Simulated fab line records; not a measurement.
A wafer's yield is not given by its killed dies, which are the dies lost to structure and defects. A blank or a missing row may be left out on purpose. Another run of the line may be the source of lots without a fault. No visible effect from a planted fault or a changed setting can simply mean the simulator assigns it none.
fab line records + flow n5Finfet
[record]
- lots = 7
- wafers = 21
route steps=1938 shown BEOL_M15@1775 MIM_BOT@1833
startH: the number of hours between the record's first day and the start of the first shown wafer of the lot + waitH: hours from the lot's prior step to this one + " unchanged from the row above + L1.1+2: several wafers, shown together as one row + - no value, or no start given + * or withheld: withheld + < > ~ a bound
route shown NAME@n: NAME is a module with steps in the file, n the number in the route of the first one + usual: average and standard deviation across the fault-free wafers + same: alike in all rows + chamber/n: place in a boat + sites: each site's reading + _std_site: the values' standard deviation + _edge_site: inner sites' mean taken away from outer sites' mean + radiusMm: for every site, how far away it sits from the centre of the wafer + mask NAME#n: copy n + behind: the tool/chamber that last shaped the wafer + hold: cause of the lot's hold/its duration in hours/its outcome + device: the n, p or np transistor that did not switch + end of line: at the end of the route, the tests of the same wafers + where a step has no rows: the recipe by itself + killed: dies that structure and defects cost at the first sort, which is not the same as the wafer's yield + map: the dies of a wafer, with x for killed, . for not killed, _ for no die there
set.NAME: the setting that was run; set.NAME@STEP: the one run at that earlier step + model.NAME: the simulator's own value behind a step, which no gauge read
lots run with intentionally changed settings; tables by step, rows by wafer
[[steps]]
[step N5_BEOL_M15_COAT_58]
[recipe]
- resist = BARC
- tempC = 205
- timeS = 60
- spinRpm = 1500
- resistThkNm = 89
| lot.wafer | tool          | chamber | startH | waitH | set.spinRpm | model.BARC_of_BEOL_M15_COAT_58.thkNm |
|-----------|---------------|---------|--------|-------|-------------|--------------------------------------|
| L079.2    | lithoTrack-01 | 0       | 298.62 | 0.0   | 1500        | 89.2                                 |
| L079.5+6  | "             | 0       | "      | "     | 1500        | 89                                   |
| L081.1    | lithoTrack-05 | 0       | 311.05 | 0.0   | 1500        | 89.2                                 |
| L081.3    | "             | 0       | "      | "     | 1581        | 86.8                                 |
| L081.5    | "             | 0       | "      | "     | 1500        | 89                                   |
| L083.1    | lithoTrack-01 | 0       | 322.83 | 0.0   | 1615        | 85.8                                 |
| L083.3+4  | "             | 0       | "      | "     | 1500        | 89                                   |
| L084.2+6  | lithoTrack-03 | 0       | 323.19 | 0.0   | 1500        | 89                                   |
| L084.5    | "             | 0       | "      | "     | 1500        | 88.8                                 |
| L091.2    | lithoTrack-01 | 0       | 357.40 | 0.0   | 1500        | 88.8                                 |
| L091.4+6  | "             | 0       | "      | "     | 1500        | 89.2                                 |
| L094.1    | lithoTrack-05 | 0       | 381.57 | 0.0   | 1575        | 86.8                                 |
| L094.2    | "             | 0       | "      | "     | 1500        | 88.6                                 |
| L094.3    | "             | 0       | "      | "     | 1500        | 88.8                                 |
| L095.1    | lithoTrack-05 | 0       | 387.47 | 0.0   | 1500        | 88.6                                 |
| L095.2+3  | "             | 0       | "      | "     | 1500        | 88.8                                 |
[step N5_BEOL_M15_COAT_04]
[recipe]
- spinRpm = 1704
- resistThkNm = 800
[step N5_BEOL_M15_EBR_06]
[recipe]
- solvent = PGMEA
- ebrWidthMm = 1.5
[step N5_BEOL_M15_DESCUM_15]
[recipe]
- chemistry = O2
- timeS = 7.9
- sourcePowerW = 50
- biasPowerW = 20
- pressureMtorr = 20
- rfFrequencyHz = 2.712e+07
- tempC = 40
- o2FlowSccm = 225
[step N5_BEOL_M15_ETCH_59]
[recipe]
- chemistry = N2/H2
- target = BARC
- targetDepthA = 890
- overetchA = 267
- timeS = 67.9
- ionEnergyEv = 200
- pressureMtorr = 30
- sourceW = 840
- biasW = 150
- n2FlowSccm = 200
- h2FlowSccm = 200
| lot.wafer | tool       | chamber | startH | waitH | set.spinRpm@BEOL_M15_COAT_58 | model.etch.depthNm |
|-----------|------------|---------|--------|-------|------------------------------|--------------------|
| L079.2    | rieDiel-02 | 3       | 299.14 | 0.0   | 1500                         | 89.14              |
| L079.5    | "          | 0       | "      | "     | 1500                         | 89.05              |
| L079.6    | "          | 3       | "      | "     | 1500                         | 89.06              |
| L081.1    | rieDiel-02 | 0       | 311.63 | 0.0   | 1500                         | 89.12              |
| L081.3    | "          | 2       | "      | "     | 1581                         | 86.72              |
| L081.5    | "          | 3       | "      | "     | 1500                         | 89.08              |
| L083.1    | rieDiel-04 | 3       | 323.23 | 0.0   | 1615                         | 85.81              |
| L083.3+4  | "          | 2,1     | "      | "     | 1500                         | 89.02              |
| L084.2    | rieDiel-06 | 0       | 323.58 | 0.0   | 1500                         | 88.93              |
| L084.5    | "          | 3       | "      | "     | 1500                         | 88.83              |
| L084.6    | "          | 2       | "      | "     | 1500                         | 89.05              |
| L091.2    | rieDiel-04 | 2       | 357.80 | 0.0   | 1500                         | 88.83              |
| L091.4    | "          | 1       | "      | "     | 1500                         | 89.25              |
| L091.6    | "          | 2       | "      | "     | 1500                         | 89.27              |
| L094.1    | rieDiel-04 | 1       | 381.97 | 0.0   | 1575                         | 86.73              |
| L094.2    | "          | 3       | "      | "     | 1500                         | 88.7               |
| L094.3    | "          | 2       | "      | "     | 1500                         | 88.73              |
| L095.1    | rieDiel-02 | 0       | 387.87 | 0.0   | 1500                         | 88.69              |
| L095.2    | "          | 2       | "      | "     | 1500                         | 88.87              |
| L095.3    | "          | 1       | "      | "     | 1500                         | 88.79              |
[step N5_BEOL_M15_VIA_ETCH_16]
[recipe]
- chemistry = C4F8/O2/Ar
- target = SiO2
- heInnerTorr = 15
- heOuterTorr = 30
- targetDepthA = 17922
- timeS = withheld
- ionEnergyEv = 800
- pressureMtorr = 20
- sourceW = 1905
- biasW = 2040
- Ar_flow_sccm = 400
- C4F8_flow_sccm = 16
- O2_flow_sccm = 12
- ends = cleared
| lot.wafer | tool       | chamber | startH | waitH | set.tempC@BEOL_M15_ILD_DEP_00 | model.etch.depthNm |
|-----------|------------|---------|--------|-------|-------------------------------|--------------------|
| L079.2    | rieDiel-02 | 3       | 299.19 | 0.0   | 400                           | 1635               |
| L079.5    | "          | 0       | "      | "     | 400                           | 1622               |
| L079.6    | "          | 3       | "      | "     | 400                           | 1658               |
| L081.1    | rieDiel-02 | 0       | 311.68 | 0.0   | 400                           | 1576               |
| L081.3    | "          | 2       | "      | "     | 400                           | 1586               |
| L081.5    | "          | 3       | "      | "     | 400                           | 1596               |
| L083.1    | rieDiel-04 | 3       | 323.28 | 0.0   | 400                           | 1587               |
| L083.3    | "          | 2       | "      | "     | 404.4                         | 1552               |
| L083.4    | "          | 1       | "      | "     | 400                           | 1606               |
| L084.2    | rieDiel-06 | 0       | 323.63 | 0.0   | 400                           | 1588               |
| L084.5    | "          | 3       | "      | "     | 400                           | 1616               |
| L084.6    | "          | 2       | "      | "     | 400                           | 1600               |
| L091.2    | rieDiel-04 | 2       | 357.85 | 0.0   | 400                           | 1619               |
| L091.4    | "          | 1       | "      | "     | 392.9                         | 1723               |
| L091.6    | "          | 2       | "      | "     | 400                           | 1636               |
| L094.1    | rieDiel-04 | 1       | 382.02 | 0.0   | 396.1                         | 1630               |
| L094.2    | "          | 3       | "      | "     | 396.1                         | 1638               |
| L094.3    | "          | 2       | "      | "     | 400                           | 1604               |
| L095.1    | rieDiel-02 | 0       | 387.92 | 0.0   | 400                           | 1601               |
| L095.2    | "          | 2       | "      | "     | 396.8                         | 1631               |
| L095.3    | "          | 1       | "      | "     | 400                           | 1600               |
[step N5_BEOL_M15_STRIP_63]
[recipe]
- chemistry = O2
- powerW = 600
- tempC = 60
- pressureMtorr = 30
- rfFrequencyHz = 6e+07
- biasPowerW = 0
- overashFraction = 0.3
- o2FlowSccm = 225
[step N5_BEOL_M15_STRIP_64]
[recipe]
- chemistry = O2
- powerW = 600
- tempC = 60
- pressureMtorr = 30
- rfFrequencyHz = 6e+07
- biasPowerW = 0
- overashFraction = 0.3
- o2FlowSccm = 225
[step N5_BEOL_M15_STRIP_62]
[recipe]
- chemistry = O2
- powerW = 600
- tempC = 60
- pressureMtorr = 30
- rfFrequencyHz = 6e+07
- biasPowerW = 0
- overashFraction = 0.3
- o2FlowSccm = 225
[step N5_BEOL_M15_STRIP_37]
[recipe]
- chemistry = O2
- powerW = 600
- tempC = 60
- pressureMtorr = 30
- rfFrequencyHz = 6e+07
- biasPowerW = 0
- overashFraction = 0.3
- o2FlowSccm = 225
[step N5_BEOL_M15_ETCH_38]
[recipe]
- chemistry = CF4/N2
- target = SiCN
- targetDepthA = 1064
- taperDeg = 2
- timeS = 120.5
- ionEnergyEv = 150
- maskMaterial = SiO2
- pressureMtorr = 40
- sourceW = 430
- biasW = 70
- Ar_flow_sccm = 100
- cf4FlowSccm = 60
- n2FlowSccm = 60
| lot.wafer | tool       | chamber | startH | waitH | set.tempC@BEOL_M15_ILD_DEP_00 | model.SiO2_of_BEOL_M15_ILD_DEP_00.thkNm |
|-----------|------------|---------|--------|-------|-------------------------------|-----------------------------------------|
| L079.2    | rieDiel-02 | 2       | -      | -     | 400                           | 1570                                    |
| L079.5    | "          | 2       | "      | "     | 400                           | 1558                                    |
| L079.6    | "          | 3       | "      | "     | 400                           | 1591                                    |
| L081.1    | rieDiel-06 | 2       | -      | -     | 400                           | 1515                                    |
| L081.3    | "          | 0       | "      | "     | 400                           | 1523                                    |
| L081.5    | "          | 2       | "      | "     | 400                           | 1535                                    |
| L083.1    | rieDiel-04 | 2       | -      | -     | 400                           | 1524                                    |
| L083.3    | "          | 3       | "      | "     | 404.4                         | 1489                                    |
| L083.4    | "          | 0       | "      | "     | 400                           | 1543                                    |
| L084.2    | rieDiel-06 | 3       | -      | -     | 400                           | 1522                                    |
| L084.5    | "          | 3       | "      | "     | 400                           | 1551                                    |
| L084.6    | "          | 2       | "      | "     | 400                           | 1538                                    |
| L091.2    | rieDiel-04 | 1       | -      | -     | 400                           | 1554                                    |
| L091.4    | "          | 1       | "      | "     | 392.9                         | 1658                                    |
| L091.6    | "          | 0       | "      | "     | 400                           | 1573                                    |
| L094.1    | rieDiel-04 | 3       | -      | -     | 396.1                         | 1564                                    |
| L094.2    | "          | 0       | "      | "     | 396.1                         | 1576                                    |
| L094.3    | "          | 2       | "      | "     | 400                           | 1540                                    |
| L095.1    | rieDiel-02 | 0       | -      | -     | 400                           | 1537                                    |
| L095.2    | "          | 3       | "      | "     | 396.8                         | 1565                                    |
| L095.3    | "          | 2       | "      | "     | 400                           | 1535                                    |
[step N5_MIM_BOT_SPUTTER_00]
[recipe]
- material = TiN
- targetThkA = 350
- tempC = 200
- powerW = 3000
- chamberPressurePa = 0.49996
- gas = Ar
- reactivePartialPa = 0.37997
- timeS = 89.7
| lot.wafer | tool          | chamber | startH | waitH | set.timeS | model.TiN_of_MIM_BOT_SPUTTER_00.thkNm |
|-----------|---------------|---------|--------|-------|-----------|---------------------------------------|
| L079.2    | pvdSputter-03 | -       | 306.77 | 0.0   | 89.7      | 35.6                                  |
| L079.5    | "             | -       | "      | "     | 89.7      | 35.2                                  |
| L079.6    | "             | -       | "      | "     | 101.5     | 40.8                                  |
| L081.1    | pvdSputter-01 | -       | 320.35 | 0.0   | 101.2     | 39.2                                  |
| L081.3    | "             | -       | "      | "     | 89.7      | 35                                    |
| L081.5    | "             | -       | "      | "     | 101.2     | 39.4                                  |
| L083.1    | pvdSputter-01 | -       | 330.91 | 0.0   | 89.7      | 35                                    |
| L083.3    | "             | -       | "      | "     | 99.92     | 38.4                                  |
| L083.4    | "             | -       | "      | "     | 99.92     | 38.8                                  |
| L084.2    | pvdSputter-01 | -       | 331.63 | 0.0   | 89.7      | 34.2                                  |
| L084.5    | "             | -       | "      | "     | 89.7      | 34.8                                  |
| L084.6    | "             | -       | "      | "     | 89.7      | 34.4                                  |
| L091.2    | pvdSputter-02 | -       | 365.37 | 0.0   | 89.7      | 34.6                                  |
| L091.4    | "             | -       | "      | "     | 80.34     | 31.8                                  |
| L091.6    | "             | -       | "      | "     | 89.7      | 34.8                                  |
| L094.1    | pvdSputter-03 | -       | 390.28 | 0.0   | 89.7      | 36.2                                  |
| L094.2    | "             | -       | "      | "     | 79.22     | 31.6                                  |
| L094.3    | "             | -       | "      | "     | 79.22     | 31                                    |
| L095.1+3  | pvdSputter-03 | -       | 394.35 | 0.0   | 89.7      | 36.4                                  |
| L095.2    | "             | -       | "      | "     | 85.5      | 34.4                                  |
[[key]]
[split]
- step = N5_BEOL_M15_COAT_58
- setting = spinRpm
- stated = 1500
- by = wafer
[response]
- step = N5_BEOL_M15_COAT_58
- reading = model.BARC_of_BEOL_M15_COAT_58.thkNm
- change = -0.411
- per = 1%
- r = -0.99
[response]
- step = N5_BEOL_M15_ETCH_59
- reading = model.etch.depthNm
- change = -0.419
- per = 1%
- r = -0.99
[split]
- step = N5_MIM_BOT_SPUTTER_00
- setting = timeS
- stated = 89.7
- by = wafer
[response]
- step = N5_MIM_BOT_SPUTTER_00
- reading = model.TiN_of_MIM_BOT_SPUTTER_00.thkNm
- change = +0.359
- per = 1%
- r = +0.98
split outsideThisFile step=N5_BEOL_M15_ILD_DEP_00 setting=tempC
// split outsideThisFile: this setting was split too, and the file shows its column; the key of that split is in another file
